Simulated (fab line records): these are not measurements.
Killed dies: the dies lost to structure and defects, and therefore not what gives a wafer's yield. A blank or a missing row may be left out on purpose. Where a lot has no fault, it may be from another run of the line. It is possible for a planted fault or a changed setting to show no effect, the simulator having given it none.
fab line records    flow n5_finfet
[record] lots = 5  wafers = 15  last_day = 18
route steps=1938 shown BEOL_M4@1099 BEOL_M5@1112 BEOL_M7@1307 PASSIVATION@1936
lots that met no fault: from a run of the same line without faults
start_h: the number of hours between the record's first day and the start of the first shown wafer of the lot    wait_h: how many hours have passed since the lot's step before this one    " same as the row above    L1.1+2: a row that stands for several wafers    - no value, or no start given    * or withheld: withheld    < > ~ a bound
route shown NAME@n: a module of which the file shows steps, and the number in the route of the first    usual: average and standard deviation across the fault-free wafers    same: alike in all rows    chamber/n: place in a boat    sites: the reading at each site    _std_site: standard deviation across them    _edge_site: mean of outer sites minus mean of inner sites    radius_mm: for every site, how far away it sits from the centre of the wafer    mask NAME#n: copy n    behind: tool/chamber where the wafer was last shaped    hold: cause of the lot's hold/its duration in hours/its outcome    device: the n, p or np transistor that did not switch    end of line: the same wafers' tests at the end of the route    step lacking rows: just its recipe    killed: dies that structure and defects cost at the first sort, which is not the same as the wafer's yield    map: a wafer's dies, marking killed ones x, the rest . and places with no die _
set.NAME: the run value of the setting; set.NAME@STEP: its run value at that earlier step    model.NAME: the simulator's own value behind a step, which no gauge read
certain route steps with their lots: each step a table, each wafer a row
services: when a tool's chamber went out of use (start_h, in hours from the record's first day, below 0 if earlier), for how many hours, and the reason
[[steps]]
[step N5_BEOL_M4_ANNEAL_95]
[recipe] temp_c = 400  time_s = 240  ambient = vacuum
[step N5_BEOL_M4_SPUTTER_96]
[recipe] material = Cu  target_thk_a = 45  temp_c = -20  chamber_pressure_pa = 0.07  power_w = withheld  time_s = 8.29
[step N5_BEOL_M4_ECD_50]
[recipe] material = Cu  target_thk_a = 3000
[step N5_BEOL_M4_ANNEAL_51]
[recipe] temp_c = 225  time_s = 90  ambient = N2
[step N5_BEOL_M4_CMP_52]
[recipe] stop_on = SiOC  t_overpolish_s = 6.8  down_force_psi = 1  platen_rpm = 50  clearing_platen_down_force_psi = 1.5  clearing_platen_rpm = 50  post_cmp_clean = cu_alkaline  target_thk_nm = 40  clearing_platen_pad_velocity_m_s = 0.99484  pad_velocity_m_s = 0.99484
[step N5_BEOL_M4_PRE_CLEAN_60]
[recipe] gas = NH3/H2  time_s = 15  temp_c = *  rf_power_w = 300
[step N5_BEOL_M4_CO_CAP_55]
[recipe] material = Co  target_thk_a = 20  temp_c = 200  precursor = CCTBA/H2  pressure_torr = 30  time_s = 102.1
[step N5_BEOL_M4_PRE_CLEAN_56]
[recipe] gas = NH3  time_s = 15  temp_c = withheld  rf_power_w = 300
[step N5_BEOL_M4_DEP_57]
[recipe] material = SiCN  target_thk_a = 80  temp_c = withheld  precursor = 3MS/NH3  pressure_torr = 3  rf_w = 202  time_s = 14
[step N5_BEOL_M4_RC_MEAS_101]
[usual] DIBL_N = 36.2/1.2  DIBL_P = 36.3/1.3  IOFF_N = 0.155/0.019  IOFF_P = 0.210/0.029  ION_N = 677/8.6  ION_P = 465/6.8  SS_N = 71.4/0.48  SS_P = 73.2/0.53  VT_N = 249.9/2.4  VT_P = -250/3.2
lot.wafer  tool       chamber  start_h  wait_h  DIBL_N[mV/V]  DIBL_P[mV/V]  IOFF_N[nA/um]  IOFF_P[nA/um]  ION_N[uA/um]  ION_P[uA/um]  SS_N[mV/dec]  SS_P[mV/dec]  VT_N[mV]  VT_P[mV]
L137.1     prober-01  0        280.71   0.0     35.1          35.7          0.141          0.174          672           456           71.4          73.3          253.6     -255
L137.5     "          0        "        "       34.8          34.8          0.125          0.171          658           455           71.3          73.1          253.4     -255
L137.6     "          0        "        "       35.8          35.9          0.143          0.172          659           451           72.1          72.5          250.9     -257
L138.2     prober-02  0        292.54   0.2     37.0          35.3          0.142          0.169          678           458           71.0          72.6          250.7     -254
L138.4     "          0        "        "       38.0          37.1          0.164          0.183          688           459           71.3          72.7          249.7     -256
L138.5     "          0        "        "       37.4          36.3          0.152          0.182          667           454           71.6          73.9          251.5     -255
L141.4     prober-02  0        304.20   0.5     34.2          34.3          0.115          0.157          675           459           70.7          72.1          252.4     -255
L141.5     "          0        "        "       34.5          34.9          0.122          0.162          659           449           71.0          72.6          253.1     -254
L141.6     "          0        "        "       35.7          36.6          0.144          0.180          679           456           72.0          72.5          248.1     -252
L142.1     prober-02  0        308.00   0.0     36.2          34.6          0.127          0.179          657           455           71.8          72.6          254.6     -251
L142.4     "          0        "        "       38.5          38.3          0.184          0.237          684           466           72.1          73.5          246.3     -250
L142.5     "          0        "        "       36.4          34.6          0.132          0.179          663           458           70.8          71.6          250.5     -254
L144.2     prober-02  0        322.93   0.2     35.8          33.9          0.136          0.171          666           457           71.1          72.9          251.7     -254
L144.4     "          0        "        "       36.1          33.6          0.143          0.177          672           460           71.0          73.5          252.1     -252
L144.5     "          0        "        "       34.6          32.5          0.121          0.152          661           452           70.6          72.2          253.8     -256
[step N5_BEOL_M5_ILD_DEP_00]
[recipe] material = SiCOH_lowk  target_thk_a = 1406.4  temp_c = 300  precursor = DEMS/porogen  pressure_torr = 5  rf_w = 500  time_s = 25.9
[step N5_BEOL_M5_CURE_79]
[recipe] temp_c = 385  time_s = 240  ambient = He/Ar  material = SiCOH_lowk
[step N5_BEOL_M5_PECVD_70]
[recipe] material = SiO2  target_thk_a = 160  temp_c = 400  precursor = TEOS/O2  pressure_torr = 5.5  rf_w = 450  teos_flow_sccm = 53.8  gas = O2  flow_sccm = 3000  time_s = 18
[step N5_BEOL_M5_HM_DEP_02]
[recipe] material = TiN  target_thk_a = 200  temp_c = 25  chamber_pressure_pa = 0.49996
[step N5_BEOL_M5_COAT_59]
[recipe] resist = SOC  temp_c = 250  time_s = 60  spin_rpm = 1500  resist_thk_nm = 60
[step N5_BEOL_M5_COAT_60]
[recipe] resist = SiARC  temp_c = 220  time_s = 60  spin_rpm = 1500  resist_thk_nm = 12
[step N5_BEOL_M5_COAT_71]
[recipe] resist = underlayer  temp_c = 205  time_s = 60  spin_rpm = 1500  resist_thk_nm = 5
[step N5_BEOL_M5_COAT_05]
[recipe] resist = CAR-EUV  spin_rpm = 1500  resist_thk_nm = 30
[step N5_BEOL_M5_EBR_07]
[recipe] solvent = PGMEA  ebr_width_mm = 1.5
[step N5_BEOL_M5_SOFTBAKE_06]
[recipe] temp_c = 110  time_s = 60  resist = CAR-EUV
[step N5_BEOL_M5_EXPOSE_08]
[recipe] mask_id = M5  na = 0.33  source_shape = annular  sigma_inner = 0.4  sigma_outer = 0.8  polarization = unpolarized  target_cd_nm = 28  dose_mj = 35.75
[step N5_BEOL_M5_PEB_09]
[recipe] peb_temp_c = 100  peb_time_s = 60  resist = CAR-EUV
[step N5_BEOL_M5_DEVELOP_10]
[recipe] develop_time_s = 30  developer = TMAH  resist = CAR-EUV  rinse_liquid = surfactant_rinse  dry = air_spin  dev_temp_c = 23
[step N5_BEOL_M5_DESCUM_16]
[recipe] chemistry = O2  time_s = 7  source_power_w = 50  bias_power_w = 20  pressure_mtorr = 20  rf_frequency_hz = 2.712e+07  temp_c = 40  resist = CAR-EUV  o2_flow_sccm = 225
[step N5_BEOL_M5_ETCH_72]
[recipe] chemistry = N2/H2  target = underlayer  target_depth_a = 65  mask_material = CAR-EUV  time_s = 5.2  ion_energy_ev = 200  pressure_mtorr = 30  source_w = 840  bias_w = 150  n2_flow_sccm = 200  h2_flow_sccm = 200  ends = cleared
[step N5_BEOL_M5_ETCH_61]
[recipe] chemistry = CF4  target = SiARC  target_depth_a = 156  mask_material = CAR-EUV  time_s = 26  ion_energy_ev = 80  pressure_mtorr = 40  source_w = 545  bias_w = 36  Ar_flow_sccm = 100  cf4_flow_sccm = 100  ends = cleared
[step N5_BEOL_M5_ETCH_62]
[recipe] chemistry = N2/H2  target = SOC  target_depth_a = 750  overetch_a = 150  mask_material = SiARC  temp_c = 40  time_s = 112.5  ion_energy_ev = 200  pressure_mtorr = 30  source_w = 840  bias_w = 150  n2_flow_sccm = 200  h2_flow_sccm = 200
[step N5_BEOL_M5_STRIP_63]
[recipe] chemistry = N2/H2  temp_c = 40  n2_flow_sccm = 200  h2_flow_sccm = 200  rf_frequency_hz = 6e+07
[step N5_BEOL_M5_STRIP_73]
[recipe] chemistry = N2/H2  temp_c = 40  n2_flow_sccm = 200  h2_flow_sccm = 200  rf_frequency_hz = 6e+07
[step N5_BEOL_M5_STRIP_64]
[recipe] chemistry = CF4  resist = SiARC  power_w = 300  bias_power_w = 75  pressure_mtorr = 50  cf4_flow_sccm = 150  rf_frequency_hz = 6e+07
[step N5_BEOL_M5_HM_OPEN_17]
[recipe] chemistry = Cl2/BCl3  target_depth_a = 200  overetch_a = 60  target = TiN  mask_material = SOC  ion_energy_ev = 150  pressure_mtorr = 10  icp_w = 1000  bias_w = 126  Cl2_flow_sccm = 53.25  bcl3_flow_sccm = 21.75  Ar_flow_sccm = 25
[step N5_BEOL_M5_STRIP_19]
[recipe] chemistry = O2  power_w = 400  temp_c = 40  pressure_mtorr = 30  rf_frequency_hz = 6e+07  bias_power_w = 0  overash_fraction = 0.2  o2_flow_sccm = 225
[step N5_BEOL_M5_COAT_65]
[recipe] resist = SOC  temp_c = 250  time_s = 60  spin_rpm = 1500  resist_thk_nm = 60
[step N5_BEOL_M5_COAT_66]
[recipe] resist = SiARC  temp_c = 220  time_s = 60  spin_rpm = 1500  resist_thk_nm = 12
[step N5_BEOL_M7_STRIP_36]
[recipe] chemistry = N2/H2  power_w = 450  temp_c = 40  pressure_mtorr = 20  rf_frequency_hz = 6e+07  overash_fraction = 0.3  bias_power_w = 7  h2_frac = 0.5  n2_flow_sccm = 200  h2_flow_sccm = 200
[usual] bias_power_w = 7.000/0.022  chamber_pressure_mTorr = 20.00/0.034  drypump_motor_current_A = 5.5/0.37  oes_product_au = 0.79/0.085  overash_fraction = 0.3/0  rf_vpp_V = 59.3/1.5  showerhead_plenum_p_Torr = 2.54/0.069  throttle_valve_pct = 23.61/0.25
lot.wafer  tool         chamber  start_h  wait_h  bias_power_w  chamber_pressure_mTorr  drypump_motor_current_A  oes_product_au  overash_fraction  rf_hours_counter_h  rf_vpp_V  showerhead_plenum_p_Torr  throttle_valve_pct  model.SOC_of_BEOL_M7_COAT_63.thk_nm
L137.1     rie_diel-06  1        306.18   0.0     6.975         19.97                   5.7                      0.89            0.3               39                  62.9      2.69                      23.58               0
L137.5     "            3        "        "       6.997         20.03                   5.1                      0.93            0.3               -                   58.2      2.47                      23.50               0
L137.6     "            0        "        "       6.980         19.99                   5.4                      0.70            0.3               -                   61.2      2.50                      23.97               0
L138.2     rie_diel-03  0        316.22   0.0     -             -                       -                        -               -                 -                   -         -                         -                   53.8
L138.4     "            2        "        "       -             -                       -                        -               -                 -                   -         -                         -                   54.2
L138.5     "            1        "        "       -             -                       -                        -               -                 -                   -         -                         -                   54
L141.4     rie_diel-03  2        332.86   0.0     -             -                       -                        -               -                 -                   -         -                         -                   54
L141.5     "            3        "        "       -             -                       -                        -               -                 -                   -         -                         -                   54.2
L141.6     "            0        "        "       -             -                       -                        -               -                 -                   -         -                         -                   53.8
L142.1     rie_diel-06  3        333.16   0.0     -             -                       -                        -               -                 -                   -         -                         -                   53.6
L142.4     "            1        "        "       -             -                       -                        -               -                 -                   -         -                         -                   54
L142.5     "            0        "        "       -             -                       -                        -               -                 -                   -         -                         -                   54.2
L144.2     rie_diel-05  3        345.52   0.0     7.004         19.97                   5.4                      0.72            0.3               175                 60.0      2.52                      23.36               0
L144.4     "            2        "        "       7.003         20.03                   5.8                      0.77            0.3               150                 58.7      2.54                      24.03               0
L144.5     "            1        "        "       6.981         20.04                   4.9                      0.80            0.3               -                   58.8      2.45                      23.36               0
[step N5_BEOL_M7_ETCH_41]
[recipe] chemistry = CH3F/O2  target = SiCN  target_depth_a = 319  taper_deg = 2  time_s = 57.8  ion_energy_ev = 120  mask_material = TiN  pressure_mtorr = 30  source_w = 395  bias_w = 75  Ar_flow_sccm = 150  CH3F_flow_sccm = 30  O2_flow_sccm = 20
[usual] drypump_motor_current_A = 5.5/0.37  oes_product_au = 0.80/0.084  rf_vpp_V = 297.5/1.4  showerhead_plenum_p_Torr = 2.01/0.056  throttle_valve_pct = 16.33/0.23
lot.wafer  tool         chamber  start_h  wait_h  drypump_motor_current_A  oes_product_au  rf_hours_counter_h  rf_vpp_V  showerhead_plenum_p_Torr  throttle_valve_pct  model.SOC_of_BEOL_M7_COAT_63.thk_nm
L137.1     rie_diel-06  1        -        -       5.7                      0.88            39                  300.0     2.13                      16.16               0
L137.5     "            3        "        "       5.2                      0.91            -                   295.9     1.95                      16.24               0
L137.6     "            0        "        "       5.4                      0.70            -                   297.2     1.98                      16.66               0
L138.2     rie_diel-03  0        316.29   0.0     6.2                      0.87            46                  296.8     1.95                      16.04               35.2
L138.4     "            2        "        "       5.7                      0.68            222                 298.8     2.06                      16.22               36
L138.5     "            1        "        "       5.1                      0.79            -                   298.8     2.01                      16.20               35.8
L141.4     rie_diel-03  2        332.93   0.0     5.8                      0.68            228                 299.4     2.06                      16.21               36
L141.5     "            3        "        "       5.4                      0.72            -                   298.6     1.99                      16.68               35.8
L141.6     "            0        "        "       6.2                      0.85            -                   295.9     1.95                      16.08               35.6
L142.1     rie_diel-06  3        333.23   0.0     5.2                      0.89            42                  296.6     1.95                      16.24               35.2
L142.4     "            1        "        "       5.7                      0.86            -                   299.4     2.12                      16.19               35.8
L142.5     "            0        "        "       5.4                      0.68            -                   296.7     1.97                      16.66               36.4
L144.2     rie_diel-05  3        -        -       5.4                      0.72            175                 296.3     2.00                      16.23               0
L144.4     "            2        "        "       5.9                      0.78            150                 298.0     2.00                      16.71               0
L144.5     "            1        "        "       4.9                      0.81            -                   295.4     1.93                      16.15               0
[step N5_PASSIVATION_PROBE_49]
[usual] defect_limited_yield = 91.2/1.4  killed_at_M0_to_M3 = 34/10  killed_at_M4_up = 13/5.1  killed_at_contacts = 12/6.5  killed_at_front_end = 41/11  killed_at_other = 4/3.3  killed_dies = 104/16  killed_on_rim = 14/3.9  killed_open = 69/13  killed_short = 33/7  sort_bin_5_function = 5.1/0.91  sort_bin_6_memory = 3.3/0.69  sort_n_pass = 1076/16  sort_yield_pct = 91.2/1.4
[same] gross_dies = 1180  killed_at_back_side = 0  sort_bin_4_leakage[%] = 0  sort_bin_8_speed[%] = 0
lot.wafer  tool       chamber  start_h  wait_h  defect_limited_yield[%]  killed_at_M0_to_M3  killed_at_M4_up  killed_at_contacts  killed_at_front_end  killed_at_other  killed_dies  killed_on_rim  killed_open  killed_short  sort_bin_5_function[%]  sort_bin_6_memory[%]  sort_n_pass  sort_yield_pct[%]
L137.1     prober-02  -        376.53   0.0     92.6                     29                  11               19                  24                   4                87           9              63           24            3.4                     3.9                   1093         92.6
L137.5     prober-02  -        376.73   0.2     91.4                     37                  17               14                  32                   1                101          9              63           38            5.3                     2.9                   1079         91.4
L137.6     prober-02  -        376.78   0.3     94.1                     17                  14               14                  22                   3                70           11             48           22            3.4                     2.2                   1110         94.1
L138.2     prober-02  -        388.26   0.1     0                        38                  1080             17                  41                   4                1180         152            78           35            96.9                    2.7                   0            0
L138.4     prober-02  -        388.36   0.2     0                        26                  1069             9                   68                   8                1180         152            93           30            95.8                    3.6                   0            0
L138.5     prober-02  -        388.41   0.2     0                        29                  1070             21                  51                   9                1180         152            79           43            96.1                    3.4                   0            0
L142.1     prober-01  -        410.35   0.0     0                        38                  1091             13                  35                   3                1180         152            72           26            96.5                    3.2                   0            0
L142.4     prober-01  -        410.50   0.2     0                        61                  1069             5                   40                   5                1180         152            87           33            95.4                    4.3                   0            0
L142.5     prober-01  -        410.55   0.2     0                        39                  1100             7                   31                   3                1180         152            55           38            96.4                    3.4                   0            0
L141.4     prober-02  -        410.73   0.2     0                        36                  1077             10                  54                   3                1180         152            82           32            96.2                    3.4                   0            0
L141.5     prober-02  -        410.78   0.2     0                        34                  1086             5                   52                   3                1180         152            73           29            96.7                    3.1                   0            0
L141.6     prober-02  -        410.83   0.3     0                        39                  1088             8                   44                   1                1180         152            69           35            96.4                    3.1                   0            0
L144.2     prober-01  -        428.44   0.8     91.0                     20                  19               7                   52                   8                106          14             63           40            5.8                     2.9                   1074         91.0
L144.4     prober-01  -        428.54   0.9     91.4                     33                  14               4                   40                   10               101          15             62           38            5.4                     2.8                   1079         91.4
L144.5     prober-01  -        428.59   0.9     92.3                     26                  8                16                  31                   10               91           12             66           24            4.2                     3.1                   1089         92.3
// killed by level:class
L137.1 MOL_CONTACT_COAG:geometric_particle:open=16 BEOL_M0_SAQP:geometric_particle:open=13 GATE_CUT:geometric_particle:short=5 BEOL_M0_SAQP:geometric_particle:short=5 BEOL_M2:geometric_particle:open=5 DUMMY_GATE:geometric_particle:open=4 STI_FIN_REVEAL:geometric_particle:open=3 GATE_CUT:geometric_particle:open=3
L137.5 MOL_CONTACT_COAG:geometric_particle:open=11 BEOL_M0_SAQP:geometric_particle:open=10 BEOL_M0_SAQP:geometric_particle:short=10 BEOL_M3:geometric_particle:open=8 BEOL_M4:geometric_particle:open=7 GATE_CUT:geometric_particle:short=6 STI_FIN_REVEAL:geometric_particle:open=5 BEOL_M2:geometric_particle:open=5
L137.6 MOL_CONTACT_COAG:geometric_particle:open=11 BEOL_M4:geometric_particle:open=8 BEOL_M3:geometric_particle:open=6 STI_FIN_REVEAL:geometric_particle:open=4 BEOL_M0_SAQP:geometric_particle:short=4 FIN_SAQP:geometric_particle:open=3 MOL_CONTACT_COAG:geometric_particle:short=3 BEOL_M0_SAQP:geometric_particle:open=3
L138.2 BEOL_M7:area_ald=1067 MOL_CONTACT_COAG:geometric_particle:open=12 BEOL_M0_SAQP:geometric_particle:open=11 BEOL_M0_SAQP:geometric_particle:short=10 STI_FIN_REVEAL:geometric_particle:open=9 FIN_SAQP:geometric_particle:open=8 GATE_CUT:geometric_particle:short=8 BEOL_M4:geometric_particle:open=6
L138.4 BEOL_M7:area_ald=1057 STI_FIN_REVEAL:geometric_particle:open=31 FIN_SAQP:geometric_particle:open=11 BEOL_M0_SAQP:geometric_particle:open=10 STI_FIN_REVEAL:geometric_particle:short=8 MOL_CONTACT_COAG:geometric_particle:open=8 BEOL_M4:geometric_particle:open=6 DUMMY_GATE:geometric_particle:open=5
L138.5 BEOL_M7:area_ald=1058 MOL_CONTACT_COAG:geometric_particle:open=18 GATE_CUT:geometric_particle:short=11 STI_FIN_REVEAL:geometric_particle:open=8 BEOL_M1:geometric_particle:open=7 BEOL_M2:geometric_particle:open=7 FIN_SAQP:geometric_particle:open=6 BEOL_M4:geometric_particle:open=5
L142.1 BEOL_M7:area_ald=1082 STI_FIN_REVEAL:geometric_particle:open=13 FIN_SAQP:geometric_particle:open=11 BEOL_M1:geometric_particle:open=10 MOL_CONTACT_COAG:geometric_particle:open=9 BEOL_M0_SAQP:geometric_particle:short=6 BEOL_M2:geometric_particle:open=6 BEOL_M3:geometric_particle:open=6
L142.4 BEOL_M7:area_ald=1060 BEOL_M2:geometric_particle:open=15 STI_FIN_REVEAL:geometric_particle:open=14 BEOL_M0_SAQP:geometric_particle:open=13 BEOL_M3:geometric_particle:open=12 BEOL_M1:geometric_particle:open=9 FIN_SAQP:geometric_particle:short=8 BEOL_M0_SAQP:geometric_particle:short=7
L142.5 BEOL_M7:area_ald=1086 BEOL_M0_SAQP:geometric_particle:open=13 BEOL_M0_SAQP:geometric_particle:short=12 FIN_SAQP:geometric_particle:short=9 BEOL_M4:geometric_particle:open=6 STI_FIN_REVEAL:geometric_particle:open=5 MOL_CONTACT_COAG:geometric_particle:open=5 BEOL_M2:geometric_particle:open=5
L141.4 BEOL_M7:area_ald=1066 STI_FIN_REVEAL:geometric_particle:open=23 STI_FIN_REVEAL:geometric_particle:short=9 DUMMY_GATE:geometric_particle:open=8 MOL_CONTACT_COAG:geometric_particle:open=8 BEOL_M1:geometric_particle:open=7 BEOL_M4:geometric_particle:open=7 BEOL_M0_SAQP:geometric_particle:open=6
L141.5 BEOL_M7:area_ald=1077 STI_FIN_REVEAL:geometric_particle:open=25 FIN_SAQP:geometric_particle:short=9 BEOL_M0_SAQP:geometric_particle:open=9 BEOL_M2:geometric_particle:open=8 BEOL_M0_SAQP:geometric_particle:short=6 FIN_SAQP:geometric_particle:open=5 BEOL_M1:geometric_particle:open=5
L141.6 BEOL_M7:area_ald=1074 STI_FIN_REVEAL:geometric_particle:open=10 BEOL_M0_SAQP:geometric_particle:open=8 STI_FIN_REVEAL:geometric_particle:short=7 MOL_CONTACT_COAG:geometric_particle:open=7 BEOL_M0:geometric_particle:short=7 FIN_SAQP:geometric_particle:short=5 FIN_SAQP:geometric_particle:open=5
L144.2 FIN_SAQP:geometric_particle:open=11 STI_FIN_REVEAL:geometric_particle:open=9 ILD0:geometric_particle:short=6 GATE_CUT:geometric_particle:open=6 BEOL_M2:geometric_particle:open=6 BEOL_M4:geometric_particle:open=6 FIN_SAQP:geometric_particle:short=4 STI_FIN_REVEAL:geometric_particle:short=4
L144.4 BEOL_M2:geometric_particle:open=14 FIN_SAQP:geometric_particle:open=7 DUMMY_GATE:geometric_particle:open=6 STARTING-WAFER:geometric_particle:short=6 BEOL_M4:geometric_particle:open=5 GATE_CUT:geometric_particle:short=4 MOL_CONTACT_COAG:geometric_particle:open=4 BEOL_M3:geometric_particle:open=4
L144.5 MOL_CONTACT_COAG:geometric_particle:open=13 GATE_CUT:geometric_particle:short=6 BEOL_M3:geometric_particle:open=6 GATE_CUT:geometric_particle:open=5 STARTING-WAFER:geometric_particle:open=5 FIN_SAQP:geometric_particle:open=4 STI_FIN_REVEAL:geometric_particle:open=4 BEOL_M0:geometric_particle:open=4
// map L138.2 (x killed, . not)
_________________xxxxxxxxxxxx________________
______________xxxxxxxxxxxxxxxxxx_____________
___________xxxxxxxxxxxxxxxxxxxxxxxx__________
__________xxxxxxxxxxxxxxxxxxxxxxxxxx_________
________xxxxxxxxxxxxxxxxxxxxxxxxxxxxxx_______
_______xxxxxxxxxxxxxxxxxxxxxxxxxxxxxxxx______
______xxxxxxxxxxxxxxxxxxxxxxxxxxxxxxxxxx_____
_____xxxxxxxxxxxxxxxxxxxxxxxxxxxxxxxxxxxx____
____xxxxxxxxxxxxxxxxxxxxxxxxxxxxxxxxxxxxxx___
___xxxxxxxxxxxxxxxxxxxxxxxxxxxxxxxxxxxxxxxx__
___xxxxxxxxxxxxxxxxxxxxxxxxxxxxxxxxxxxxxxxx__
__xxxxxxxxxxxxxxxxxxxxxxxxxxxxxxxxxxxxxxxxxx_
__xxxxxxxxxxxxxxxxxxxxxxxxxxxxxxxxxxxxxxxxxx_
_xxxxxxxxxxxxxxxxxxxxxxxxxxxxxxxxxxxxxxxxxxxx
_xxxxxxxxxxxxxxxxxxxxxxxxxxxxxxxxxxxxxxxxxxxx
_xxxxxxxxxxxxxxxxxxxxxxxxxxxxxxxxxxxxxxxxxxxx
_xxxxxxxxxxxxxxxxxxxxxxxxxxxxxxxxxxxxxxxxxxxx
_xxxxxxxxxxxxxxxxxxxxxxxxxxxxxxxxxxxxxxxxxxxx
_xxxxxxxxxxxxxxxxxxxxxxxxxxxxxxxxxxxxxxxxxxxx
_xxxxxxxxxxxxxxxxxxxxxxxxxxxxxxxxxxxxxxxxxxxx
_xxxxxxxxxxxxxxxxxxxxxxxxxxxxxxxxxxxxxxxxxxxx
__xxxxxxxxxxxxxxxxxxxxxxxxxxxxxxxxxxxxxxxxxx_
__xxxxxxxxxxxxxxxxxxxxxxxxxxxxxxxxxxxxxxxxxx_
___xxxxxxxxxxxxxxxxxxxxxxxxxxxxxxxxxxxxxxxx__
___xxxxxxxxxxxxxxxxxxxxxxxxxxxxxxxxxxxxxxxx__
____xxxxxxxxxxxxxxxxxxxxxxxxxxxxxxxxxxxxxx___
_____xxxxxxxxxxxxxxxxxxxxxxxxxxxxxxxxxxxx____
______xxxxxxxxxxxxxxxxxxxxxxxxxxxxxxxxxx_____
_______xxxxxxxxxxxxxxxxxxxxxxxxxxxxxxxx______
________xxxxxxxxxxxxxxxxxxxxxxxxxxxxxx_______
__________xxxxxxxxxxxxxxxxxxxxxxxxxx_________
___________xxxxxxxxxxxxxxxxxxxxxxxx__________
______________xxxxxxxxxxxxxxxxxx_____________
_________________xxxxxxxxxxxx________________
// map L141.4 (x killed, . not)
_________________xxxxxxxxxxxx________________
______________xxxxxxxxxxxxxxxxxx_____________
___________xxxxxxxxxxxxxxxxxxxxxxxx__________
__________xxxxxxxxxxxxxxxxxxxxxxxxxx_________
________xxxxxxxxxxxxxxxxxxxxxxxxxxxxxx_______
_______xxxxxxxxxxxxxxxxxxxxxxxxxxxxxxxx______
______xxxxxxxxxxxxxxxxxxxxxxxxxxxxxxxxxx_____
_____xxxxxxxxxxxxxxxxxxxxxxxxxxxxxxxxxxxx____
____xxxxxxxxxxxxxxxxxxxxxxxxxxxxxxxxxxxxxx___
___xxxxxxxxxxxxxxxxxxxxxxxxxxxxxxxxxxxxxxxx__
___xxxxxxxxxxxxxxxxxxxxxxxxxxxxxxxxxxxxxxxx__
__xxxxxxxxxxxxxxxxxxxxxxxxxxxxxxxxxxxxxxxxxx_
__xxxxxxxxxxxxxxxxxxxxxxxxxxxxxxxxxxxxxxxxxx_
_xxxxxxxxxxxxxxxxxxxxxxxxxxxxxxxxxxxxxxxxxxxx
_xxxxxxxxxxxxxxxxxxxxxxxxxxxxxxxxxxxxxxxxxxxx
_xxxxxxxxxxxxxxxxxxxxxxxxxxxxxxxxxxxxxxxxxxxx
_xxxxxxxxxxxxxxxxxxxxxxxxxxxxxxxxxxxxxxxxxxxx
_xxxxxxxxxxxxxxxxxxxxxxxxxxxxxxxxxxxxxxxxxxxx
_xxxxxxxxxxxxxxxxxxxxxxxxxxxxxxxxxxxxxxxxxxxx
_xxxxxxxxxxxxxxxxxxxxxxxxxxxxxxxxxxxxxxxxxxxx
_xxxxxxxxxxxxxxxxxxxxxxxxxxxxxxxxxxxxxxxxxxxx
__xxxxxxxxxxxxxxxxxxxxxxxxxxxxxxxxxxxxxxxxxx_
__xxxxxxxxxxxxxxxxxxxxxxxxxxxxxxxxxxxxxxxxxx_
___xxxxxxxxxxxxxxxxxxxxxxxxxxxxxxxxxxxxxxxx__
___xxxxxxxxxxxxxxxxxxxxxxxxxxxxxxxxxxxxxxxx__
____xxxxxxxxxxxxxxxxxxxxxxxxxxxxxxxxxxxxxx___
_____xxxxxxxxxxxxxxxxxxxxxxxxxxxxxxxxxxxx____
______xxxxxxxxxxxxxxxxxxxxxxxxxxxxxxxxxx_____
_______xxxxxxxxxxxxxxxxxxxxxxxxxxxxxxxx______
________xxxxxxxxxxxxxxxxxxxxxxxxxxxxxx_______
__________xxxxxxxxxxxxxxxxxxxxxxxxxx_________
___________xxxxxxxxxxxxxxxxxxxxxxxx__________
______________xxxxxxxxxxxxxxxxxx_____________
_________________xxxxxxxxxxxx________________
[[services]]
tool         chamber  start_h  hours  kind
rie_diel-05  0        314.89   -      clean
rie_diel-05  0        314.89   -      consumable_replace:focus_ring
rie_diel-06  2        329.05   5.4    repair
rie_diel-06  0        337.33   -      clean
rie_diel-06  0        337.33   -      consumable_replace:focus_ring
rie_diel-06  0        337.33   17.5   scheduled_down
rie_diel-06  0        337.33   17.5   vent_cycle
[[key]]
[first_sign] step = N5_BEOL_M7_STRIP_36  reading = tool_record  direction = missing
[effect] step = N5_PASSIVATION_PROBE_49  reading = killed_at_M4_up  direction = up  sigmas = 99+  usual = 13  struck = 1081
[model_effect] step = N5_BEOL_M7_STRIP_36  value = SOC_of_BEOL_M7_COAT_63.thk_nm  without = 0  struck = 53.98
[model_effect] step = N5_BEOL_M7_ETCH_41  value = SOC_of_BEOL_M7_COAT_63.thk_nm  without = 0  struck = 35.76
[more_kills_born_at] N5_BEOL_M7_ALD_77@ald_metal-03 = 6399  N5_BEOL_M7_ALD_77@ald_metal-04 = 3228
met_at N5_BEOL_M7_STRIP_36
struck_wafers L138.2,L138.4,L138.5,L141.4,L141.5,L141.6,L142.1,L142.4,L142.5
later_rows_left_out L138.2,L138.4,L138.5,L141.4,L141.5,L141.6,L142.1,L142.4,L142.5
onset_between 306.18 316.22
[fault] kind = skipped_step_whole  tool = rie_diel-03,rie_diel-06  chamber = -  onset_h = 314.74  steps = N5_BEOL_M7_STRIP_36  scope = struck_lots_only
// later_rows_left_out: the simulator's readings of these wafers behind a module that went badly wrong aren't trusted and aren't shown, but for the sort
